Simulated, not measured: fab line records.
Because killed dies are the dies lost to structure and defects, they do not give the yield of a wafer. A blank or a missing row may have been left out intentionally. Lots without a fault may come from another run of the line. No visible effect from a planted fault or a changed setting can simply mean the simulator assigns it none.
Which of the tools did it? || flow n5-finfet || 11 lots with 33 wafers sampled at 5 steps, on a route of 1938 steps

## WHAT EACH GAUGE READ, for each wafer
N5_BEOL_M4_RC_MEAS_101. Usual: DIBL_N 36.5 mV/V, standard deviation 1.4; DIBL_P 36.9 mV/V, standard deviation 1.7; IOFF_N 0.163 nA/um, standard deviation 0.023; IOFF_P 0.22 nA/um, standard deviation 0.032; ION_N 673 uA/um, standard deviation 9; ION_P 462 uA/um, standard deviation 7.5; SS_N 71.6 mV/dec, standard deviation 0.54; SS_P 73.4 mV/dec, standard deviation 0.62; VT_N 249.8 mV, standard deviation 2.8; VT_P -250 mV, standard deviation 3.5.
{"lot": "L379", "measured": "day 7 20:49", "on": "prober-02", "DIBL_N (mV/V)": "35.6 36.6 35.5", "DIBL_P (mV/V)": "35.4 36.4 35.4", "IOFF_N (nA/um)": "0.143 0.167 0.149", "IOFF_P (nA/um)": "0.19 0.20 0.19", "ION_N (uA/um)": "663 665 674", "ION_P (uA/um)": "459 450 461", "SS_N (mV/dec)": "71.8 72.1 71.7", "SS_P (mV/dec)": "73.3 73.2 72.7", "VT_N (mV)": "252.3 249.5 251.7", "VT_P (mV)": "-255 -253 -255", "flag": ""}
{"lot": "L381", "measured": "day 8 14:34", "on": "prober-02", "DIBL_N (mV/V)": "36.8 37.5 38.1", "DIBL_P (mV/V)": "36.5 36.5 37.9", "IOFF_N (nA/um)": "0.161 0.173 0.186", "IOFF_P (nA/um)": "0.26 0.25 0.29", "ION_N (uA/um)": "684 680 689", "ION_P (uA/um)": "479 475 482", "SS_N (mV/dec)": "71.6 72.0 71.9", "SS_P (mV/dec)": "73.5 73.7 73.7", "VT_N (mV)": "249.2 247.9 245.9", "VT_P (mV)": "-243 -248 -244", "flag": ""}
{"lot": "L387", "measured": "day 9 21:07", "on": "prober-01", "DIBL_N (mV/V)": "36.0 35.8 36.5", "DIBL_P (mV/V)": "37.5 37.3 37.8", "IOFF_N (nA/um)": "0.176 0.174 0.187", "IOFF_P (nA/um)": "0.25 0.25 0.27", "ION_N (uA/um)": "676 672 679", "ION_P (uA/um)": "468 469 469", "SS_N (mV/dec)": "71.8 71.7 73.1", "SS_P (mV/dec)": "74.1 74.3 73.4", "VT_N (mV)": "248.6 246.6 249.4", "VT_P (mV)": "-244 -248 -246", "flag": ""}
{"lot": "L394", "measured": "day 11 10:32", "on": "prober-01", "DIBL_N (mV/V)": "37.3 38.3 36.1", "DIBL_P (mV/V)": "38.5 39.0 36.6", "IOFF_N (nA/um)": "0.196 0.204 0.161", "IOFF_P (nA/um)": "0.24 0.25 0.22", "ION_N (uA/um)": "682 694 687", "ION_P (uA/um)": "462 464 469", "SS_N (mV/dec)": "71.8 71.9 70.9", "SS_P (mV/dec)": "74.2 74.2 74.0", "VT_N (mV)": "245.1 244.8 248.7", "VT_P (mV)": "-249 -248 -249", "flag": ""}
{"lot": "L393", "measured": "day 11 18:47", "on": "prober-02", "DIBL_N (mV/V)": "36.8 38.4 37.9", "DIBL_P (mV/V)": "37.7 39.3 38.4", "IOFF_N (nA/um)": "0.165 0.190 0.181", "IOFF_P (nA/um)": "0.23 0.27 0.25", "ION_N (uA/um)": "676 678 676", "ION_P (uA/um)": "463 470 468", "SS_N (mV/dec)": "71.1 71.7 71.4", "SS_P (mV/dec)": "74.2 73.5 73.5", "VT_N (mV)": "250.1 249.8 249.2", "VT_P (mV)": "-249 -246 -249", "flag": ""}
{"lot": "L395", "measured": "day 12 08:54", "on": "prober-02", "DIBL_N (mV/V)": "38.2 35.8 35.6", "DIBL_P (mV/V)": "39.0 36.5 35.4", "IOFF_N (nA/um)": "0.202 0.160 0.148", "IOFF_P (nA/um)": "0.26 0.21 0.19", "ION_N (uA/um)": "680 660 676", "ION_P (uA/um)": "470 454 460", "SS_N (mV/dec)": "71.1 71.4 71.3", "SS_P (mV/dec)": "73.4 72.9 73.3", "VT_N (mV)": "245.6 248.4 250.4", "VT_P (mV)": "-246 -249 -252", "flag": ""}
{"lot": "L396", "measured": "day 12 12:41", "on": "prober-02", "DIBL_N (mV/V)": "36.8 36.8 37.8", "DIBL_P (mV/V)": "38.5 38.7 40.1", "IOFF_N (nA/um)": "0.174 0.182 0.198", "IOFF_P (nA/um)": "0.21 0.24 0.25", "ION_N (uA/um)": "686 684 688", "ION_P (uA/um)": "462 470 467", "SS_N (mV/dec)": "71.9 71.7 72.4", "SS_P (mV/dec)": "73.5 73.6 73.6", "VT_N (mV)": "247.8 248.8 244.6", "VT_P (mV)": "-251 -248 -246", "flag": ""}
{"lot": "L398", "measured": "day 12 13:56", "on": "prober-01", "DIBL_N (mV/V)": "33.6 35.3 33.0", "DIBL_P (mV/V)": "35.0 36.8 34.3", "IOFF_N (nA/um)": "0.123 0.146 0.114", "IOFF_P (nA/um)": "0.19 0.21 0.18", "ION_N (uA/um)": "658 678 657", "ION_P (uA/um)": "461 464 461", "SS_N (mV/dec)": "70.9 71.4 71.1", "SS_P (mV/dec)": "72.6 73.4 73.1", "VT_N (mV)": "255.1 253.1 255.0", "VT_P (mV)": "-251 -252 -256", "flag": ""}
{"lot": "L399", "measured": "day 12 18:17", "on": "prober-02", "DIBL_N (mV/V)": "37.8 35.1 34.4", "DIBL_P (mV/V)": "39.6 36.1 35.9", "IOFF_N (nA/um)": "0.191 0.142 0.128", "IOFF_P (nA/um)": "0.22 0.17 0.17", "ION_N (uA/um)": "679 671 656", "ION_P (uA/um)": "457 448 454", "SS_N (mV/dec)": "71.9 71.0 70.8", "SS_P (mV/dec)": "74.2 73.7 73.8", "VT_N (mV)": "247.5 251.1 255.7", "VT_P (mV)": "-252 -258 -254", "flag": ""}
{"lot": "L402", "measured": "day 13 15:49", "on": "prober-02", "DIBL_N (mV/V)": "37.3 38.3 37.7", "DIBL_P (mV/V)": "36.0 37.0 35.6", "IOFF_N (nA/um)": "0.184 0.213 0.183", "IOFF_P (nA/um)": "0.25 0.29 0.25", "ION_N (uA/um)": "675 673 673", "ION_P (uA/um)": "464 460 462", "SS_N (mV/dec)": "71.8 71.7 72.7", "SS_P (mV/dec)": "73.7 74.9 74.1", "VT_N (mV)": "246.7 245.4 249.9", "VT_P (mV)": "-246 -246 -247", "flag": ""}
{"lot": "L401", "measured": "day 13 21:52", "on": "prober-02", "DIBL_N (mV/V)": "37.4 35.0 37.4", "DIBL_P (mV/V)": "36.8 33.4 36.2", "IOFF_N (nA/um)": "0.154 0.117 0.156", "IOFF_P (nA/um)": "0.21 0.16 0.20", "ION_N (uA/um)": "669 668 664", "ION_P (uA/um)": "464 456 455", "SS_N (mV/dec)": "71.8 71.4 71.9", "SS_P (mV/dec)": "73.0 72.8 73.4", "VT_N (mV)": "251.2 254.7 252.8", "VT_P (mV)": "-249 -253 -249", "flag": ""}

## EACH LOT AND THE TOOL THAT RAN IT (in order: tool; ch and the chambers of the sampled wafers; start)
{"lot": "L379", "N5_BEOL_M2_PRE_CLEAN_45": "pvd-sputter-01, day 6 16:24", "N5_BEOL_M2_ANNEAL_82": "pvd-sputter-03, day 6 17:32", "N5_BEOL_M2_SPUTTER_86": "pvd-sputter-03, day 6 17:41", "N5_BEOL_M2_ANNEAL_89": "pvd-sputter-03, day 6 17:59"}
{"lot": "L381", "N5_BEOL_M2_PRE_CLEAN_45": "pvd-sputter-03, day 7 08:23", "N5_BEOL_M2_ANNEAL_82": "pvd-sputter-03, day 7 09:32", "N5_BEOL_M2_SPUTTER_86": "pvd-sputter-03, day 7 09:40", "N5_BEOL_M2_ANNEAL_89": "pvd-sputter-03, day 7 09:58"}
{"lot": "L387", "N5_BEOL_M2_PRE_CLEAN_45": "pvd-sputter-03, day 8 22:16", "N5_BEOL_M2_ANNEAL_82": "pvd-sputter-03, day 8 23:34", "N5_BEOL_M2_SPUTTER_86": "pvd-sputter-03, day 8 23:43", "N5_BEOL_M2_ANNEAL_89": "pvd-sputter-03, day 9 00:01"}
{"lot": "L394", "N5_BEOL_M2_PRE_CLEAN_45": "pvd-sputter-03, day 10 12:59", "N5_BEOL_M2_ANNEAL_82": "pvd-sputter-03, day 10 14:02", "N5_BEOL_M2_SPUTTER_86": "pvd-sputter-03, day 10 14:10", "N5_BEOL_M2_ANNEAL_89": "pvd-sputter-03, day 10 14:28"}
{"lot": "L393", "N5_BEOL_M2_PRE_CLEAN_45": "pvd-sputter-01, day 10 19:12", "N5_BEOL_M2_ANNEAL_82": "pvd-sputter-02, day 10 20:16", "N5_BEOL_M2_SPUTTER_86": "pvd-sputter-02, day 10 20:25", "N5_BEOL_M2_ANNEAL_89": "pvd-sputter-02, day 10 20:43"}
{"lot": "L395", "N5_BEOL_M2_PRE_CLEAN_45": "pvd-sputter-03, day 11 01:27", "N5_BEOL_M2_ANNEAL_82": "pvd-sputter-01, day 11 02:43", "N5_BEOL_M2_SPUTTER_86": "pvd-sputter-01, day 11 02:51", "N5_BEOL_M2_ANNEAL_89": "pvd-sputter-01, day 11 03:09"}
{"lot": "L396", "N5_BEOL_M2_PRE_CLEAN_45": "pvd-sputter-02, day 11 05:11", "N5_BEOL_M2_ANNEAL_82": "pvd-sputter-03, day 11 06:34", "N5_BEOL_M2_SPUTTER_86": "pvd-sputter-03, day 11 06:42", "N5_BEOL_M2_ANNEAL_89": "pvd-sputter-03, day 11 07:00"}
{"lot": "L398", "N5_BEOL_M2_PRE_CLEAN_45": "pvd-sputter-02, day 11 07:35", "N5_BEOL_M2_ANNEAL_82": "pvd-sputter-03, day 11 08:40", "N5_BEOL_M2_SPUTTER_86": "pvd-sputter-03, day 11 08:48", "N5_BEOL_M2_ANNEAL_89": "pvd-sputter-03, day 11 09:06"}
{"lot": "L399", "N5_BEOL_M2_PRE_CLEAN_45": "pvd-sputter-03, day 11 10:42", "N5_BEOL_M2_ANNEAL_82": "pvd-sputter-01, day 11 12:07", "N5_BEOL_M2_SPUTTER_86": "pvd-sputter-01, day 11 12:16", "N5_BEOL_M2_ANNEAL_89": "pvd-sputter-01, day 11 12:34"}
{"lot": "L402", "N5_BEOL_M2_PRE_CLEAN_45": "pvd-sputter-03, day 12 12:50", "N5_BEOL_M2_ANNEAL_82": "pvd-sputter-03, day 12 13:55", "N5_BEOL_M2_SPUTTER_86": "pvd-sputter-03, day 12 14:04", "N5_BEOL_M2_ANNEAL_89": "pvd-sputter-03, day 12 14:22"}
{"lot": "L401", "N5_BEOL_M2_PRE_CLEAN_45": "pvd-sputter-03, day 12 16:47", "N5_BEOL_M2_ANNEAL_82": "pvd-sputter-03, day 12 18:11", "N5_BEOL_M2_SPUTTER_86": "pvd-sputter-03, day 12 18:19", "N5_BEOL_M2_ANNEAL_89": "pvd-sputter-03, day 12 18:37"}
- N5_BEOL_M2_PRE_CLEAN_45: time 30 s.
- N5_BEOL_M2_ANNEAL_82: time 240 s.
- N5_BEOL_M2_SPUTTER_86: material Cu, target thk 4.5 nm, time 8.29 s.
- N5_BEOL_M2_ANNEAL_89: time 240 s.

## AS READ BY THE TOOLS THEMSELVES (means over the sampled wafers that have a number; for cases with no such wafer, the mark the record gives instead)
N5_BEOL_M2_PRE_CLEAN_45. Usual: heater-power-w 339 W, standard deviation 39.
{"lot": "L379", "tool": "pvd-sputter-01", "heater-power-w (W)": 319, "flag": ""}
{"lot": "L381", "tool": "pvd-sputter-03", "heater-power-w (W)": 345, "flag": ""}
{"lot": "L387", "tool": "pvd-sputter-03", "heater-power-w (W)": 347, "flag": ""}
{"lot": "L394", "tool": "pvd-sputter-03", "heater-power-w (W)": 343, "flag": ""}
{"lot": "L393", "tool": "pvd-sputter-01", "heater-power-w (W)": 336, "flag": ""}
{"lot": "L395", "tool": "pvd-sputter-03", "heater-power-w (W)": 340, "flag": ""}
{"lot": "L396", "tool": "pvd-sputter-02", "heater-power-w (W)": 307, "flag": ""}
{"lot": "L398", "tool": "pvd-sputter-02", "heater-power-w (W)": 332, "flag": ""}
{"lot": "L399", "tool": "pvd-sputter-03", "heater-power-w (W)": 342, "flag": ""}
{"lot": "L402", "tool": "pvd-sputter-03", "heater-power-w (W)": 340, "flag": ""}
{"lot": "L401", "tool": "pvd-sputter-03", "heater-power-w (W)": 358, "flag": ""}

N5_BEOL_M2_ANNEAL_82. Usual: heater-power-w 856 W, standard deviation 97.
{"lot": "L379", "tool": "pvd-sputter-03", "heater-power-w (W)": 900, "flag": ""}
{"lot": "L381", "tool": "pvd-sputter-03", "heater-power-w (W)": 900, "flag": ""}
{"lot": "L387", "tool": "pvd-sputter-03", "heater-power-w (W)": 809, "flag": ""}
{"lot": "L394", "tool": "pvd-sputter-03", "heater-power-w (W)": 854, "flag": ""}
{"lot": "L393", "tool": "pvd-sputter-02", "heater-power-w (W)": 770, "flag": ""}
{"lot": "L395", "tool": "pvd-sputter-01", "heater-power-w (W)": 813, "flag": ""}
{"lot": "L396", "tool": "pvd-sputter-03", "heater-power-w (W)": 818, "flag": ""}
{"lot": "L398", "tool": "pvd-sputter-03", "heater-power-w (W)": 856, "flag": ""}
{"lot": "L399", "tool": "pvd-sputter-01", "heater-power-w (W)": 830, "flag": ""}
{"lot": "L402", "tool": "pvd-sputter-03", "heater-power-w (W)": 897, "flag": ""}
{"lot": "L401", "tool": "pvd-sputter-03", "heater-power-w (W)": 904, "flag": ""}

N5_BEOL_M2_SPUTTER_86. Usual: chamber-pressure-pa 0.07003 Pa, standard deviation 0.00012; chuck-gas-flow-sccm 1.27 sccm, standard deviation 0.054; throttle-valve-pct 29.7 %, standard deviation 1.1.
{"lot": "L379", "tool": "pvd-sputter-03", "chamber-pressure-pa (Pa)": 0.07001, "chuck-gas-flow-sccm (sccm)": 1.30, "throttle-valve-pct (%)": 30.1, "flag": ""}
{"lot": "L381", "tool": "pvd-sputter-03", "chamber-pressure-pa (Pa)": 0.07008, "chuck-gas-flow-sccm (sccm)": 1.25, "throttle-valve-pct (%)": 30.3, "flag": ""}
{"lot": "L387", "tool": "pvd-sputter-03", "chamber-pressure-pa (Pa)": 0.06998, "chuck-gas-flow-sccm (sccm)": 1.27, "throttle-valve-pct (%)": 29.1, "flag": ""}
{"lot": "L394", "tool": "pvd-sputter-03", "chamber-pressure-pa (Pa)": "-", "chuck-gas-flow-sccm (sccm)": "-", "throttle-valve-pct (%)": "-", "flag": "OFF"}
{"lot": "L393", "tool": "pvd-sputter-02", "chamber-pressure-pa (Pa)": "-", "chuck-gas-flow-sccm (sccm)": "-", "throttle-valve-pct (%)": "-", "flag": "OFF"}
{"lot": "L395", "tool": "pvd-sputter-01", "chamber-pressure-pa (Pa)": "-", "chuck-gas-flow-sccm (sccm)": "-", "throttle-valve-pct (%)": "-", "flag": "OFF"}
{"lot": "L396", "tool": "pvd-sputter-03", "chamber-pressure-pa (Pa)": 0.06999, "chuck-gas-flow-sccm (sccm)": 1.23, "throttle-valve-pct (%)": 29.7, "flag": ""}
{"lot": "L398", "tool": "pvd-sputter-03", "chamber-pressure-pa (Pa)": 0.07003, "chuck-gas-flow-sccm (sccm)": 1.26, "throttle-valve-pct (%)": 29.6, "flag": ""}
{"lot": "L399", "tool": "pvd-sputter-01", "chamber-pressure-pa (Pa)": 0.07000, "chuck-gas-flow-sccm (sccm)": 1.24, "throttle-valve-pct (%)": 28.9, "flag": ""}
{"lot": "L402", "tool": "pvd-sputter-03", "chamber-pressure-pa (Pa)": 0.06995, "chuck-gas-flow-sccm (sccm)": 1.27, "throttle-valve-pct (%)": 30.4, "flag": ""}
{"lot": "L401", "tool": "pvd-sputter-03", "chamber-pressure-pa (Pa)": 0.06998, "chuck-gas-flow-sccm (sccm)": 1.30, "throttle-valve-pct (%)": 30.2, "flag": ""}

N5_BEOL_M2_ANNEAL_89. Usual: heater-power-w 858 W, standard deviation 97.
{"lot": "L379", "tool": "pvd-sputter-03", "heater-power-w (W)": 903, "flag": ""}
{"lot": "L381", "tool": "pvd-sputter-03", "heater-power-w (W)": 912, "flag": ""}
{"lot": "L387", "tool": "pvd-sputter-03", "heater-power-w (W)": 806, "flag": ""}
{"lot": "L394", "tool": "pvd-sputter-03", "heater-power-w (W)": 862, "flag": ""}
{"lot": "L393", "tool": "pvd-sputter-02", "heater-power-w (W)": 780, "flag": ""}
{"lot": "L395", "tool": "pvd-sputter-01", "heater-power-w (W)": 793, "flag": ""}
{"lot": "L396", "tool": "pvd-sputter-03", "heater-power-w (W)": 830, "flag": ""}
{"lot": "L398", "tool": "pvd-sputter-03", "heater-power-w (W)": 849, "flag": ""}
{"lot": "L399", "tool": "pvd-sputter-01", "heater-power-w (W)": 847, "flag": ""}
{"lot": "L402", "tool": "pvd-sputter-03", "heater-power-w (W)": 895, "flag": ""}
{"lot": "L401", "tool": "pvd-sputter-03", "heater-power-w (W)": 902, "flag": ""}

## THE ANSWER, worked out from the rows above alone
Rule: lot off if the mean of its wafers having a number is beyond 3 standard deviations from the usual mean. A lot without any number at a reading at which 4 lots or more have one is off too. Where the step has rows for the other lots, those lots are counted as sound. Order of review: gauges by route order, followed by the tools' own readings, for which a lot's mean as printed above is used. The first step at which some lot is off is used, and at that step the reading that is off furthest; a lot without a number counts as furthest.
Off at N5_BEOL_M2_SPUTTER_86 (chamber-pressure-pa): L394, L393, L395. Without a number there: L394, L393, L395.
A tool fits if, at that step or a process step before it, it ran every lot that is off, and no sound lot after the first of them. Not one of the candidates tried fits.

## WHAT THE SIMULATOR PUT IN
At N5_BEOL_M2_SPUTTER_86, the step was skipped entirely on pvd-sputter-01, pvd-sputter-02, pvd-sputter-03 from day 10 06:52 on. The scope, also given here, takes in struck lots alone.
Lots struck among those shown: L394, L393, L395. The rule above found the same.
